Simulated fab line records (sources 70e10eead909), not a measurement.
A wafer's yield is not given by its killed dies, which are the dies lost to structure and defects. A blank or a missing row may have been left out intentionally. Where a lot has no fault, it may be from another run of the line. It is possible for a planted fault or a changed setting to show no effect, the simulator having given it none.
Chamber matching + flow nandHarc + 4 sister chambers for NHARC_A_STAIRCASE_TRIM_187 on rieDiel-07
The step chemistry O2, time 211.2 s. 16 wafers are shown with their chamber, then 8 later ones without.

EACH WAFER AND ITS CHAMBER
| wafer  | chamber | drypumpMotorCurrentA (A) | showerheadPlenumPTorr (Torr) | oesProductAu (a.u.) |
|--------|---------|--------------------------|------------------------------|---------------------|
| L083.1 | 3       | 5.1                      | 3.56                         | 1.004               |
| L083.2 | 0       | 5.1                      | 3.80                         | 0.983               |
| L083.6 | 2       | 6.6                      | 3.48                         | 1.011               |
| L086.1 | 1       | 4.9                      | 3.59                         | 0.986               |
| L086.2 | 3       | 5.1                      | 3.56                         | 0.997               |
| L086.5 | 0       | 5.1                      | 3.79                         | 1.000               |
| L088.2 | 3       | 5.1                      | 3.55                         | 1.007               |
| L088.3 | 1       | 4.9                      | 3.59                         | 0.984               |
| L088.6 | 1       | 4.9                      | 3.59                         | 0.984               |
| L085.1 | 2       | 6.6                      | 3.48                         | 1.005               |
| L085.2 | 3       | 5.1                      | 3.55                         | 0.996               |
| L085.3 | 1       | 4.9                      | 3.59                         | 0.981               |
| L090.1 | 0       | 5.1                      | 3.79                         | 0.991               |
| L090.3 | 1       | 4.9                      | 3.58                         | 0.993               |
| L090.6 | 3       | 5.1                      | 3.55                         | 0.998               |
| L092.3 | 3       | 5.2                      | 3.55                         | 0.994               |

SIGNATURES (means of the wafers above)
| reading               | chamber 0 | chamber 1 | chamber 2 | chamber 3 | scatter within a chamber |
|-----------------------|-----------|-----------|-----------|-----------|--------------------------|
| drypumpMotorCurrentA  | 5.100     | 4.900     | 6.600     | 5.117     | 0.0264                   |
| showerheadPlenumPTorr | 3.7933    | 3.5880    | 3.4800    | 3.5533    | 0.00483                  |
| oesProductAu          | 0.99133   | 0.98560   | 1.00800   | 0.99933   | 0.00556                  |
Rule: a wafer lies at a distance from a chamber equal to the root of the sum of squares, over the readings, of (its reading less the chamber's mean, divided by the reading's scatter). The wafer belongs to the nearest chamber; if the next one is less than 2 further off, it can't be placed. The scatter: take each reading less its chamber's mean, square it, sum over the shown wafers, divide by the number of wafers less the number of chambers, and take the root.

WAFERS WITHOUT THEIR CHAMBER
| wafer  | drypumpMotorCurrentA (A) | showerheadPlenumPTorr (Torr) | oesProductAu (a.u.) |
|--------|--------------------------|------------------------------|---------------------|
| L092.4 | 4.9                      | 3.58                         | 0.980               |
| L092.6 | 6.6                      | 3.47                         | 1.006               |
| L093.2 | 5.1                      | 3.78                         | 0.975               |
| L093.3 | 5.2                      | 3.55                         | 0.985               |
| L093.4 | 6.6                      | 3.47                         | 1.001               |
| L095.1 | 5.1                      | 3.78                         | 0.998               |
| L095.3 | 4.9                      | 3.58                         | 0.982               |
| L095.6 | 5.1                      | 3.78                         | 0.991               |

THE CHAMBER EACH PASSED THROUGH
| wafer  | from the rows above | in truth |
|--------|---------------------|----------|
| L092.4 | 1                   | 1        |
| L092.6 | 2                   | 2        |
| L093.2 | 0                   | 0        |
| L093.3 | 3                   | 3        |
| L093.4 | 2                   | 2        |
| L095.1 | 0                   | 0        |
| L095.3 | 1                   | 1        |
| L095.6 | 0                   | 0        |
8 of 8 placed correctly. From these rows, 0 cannot be placed. Placed wrongly: 0.
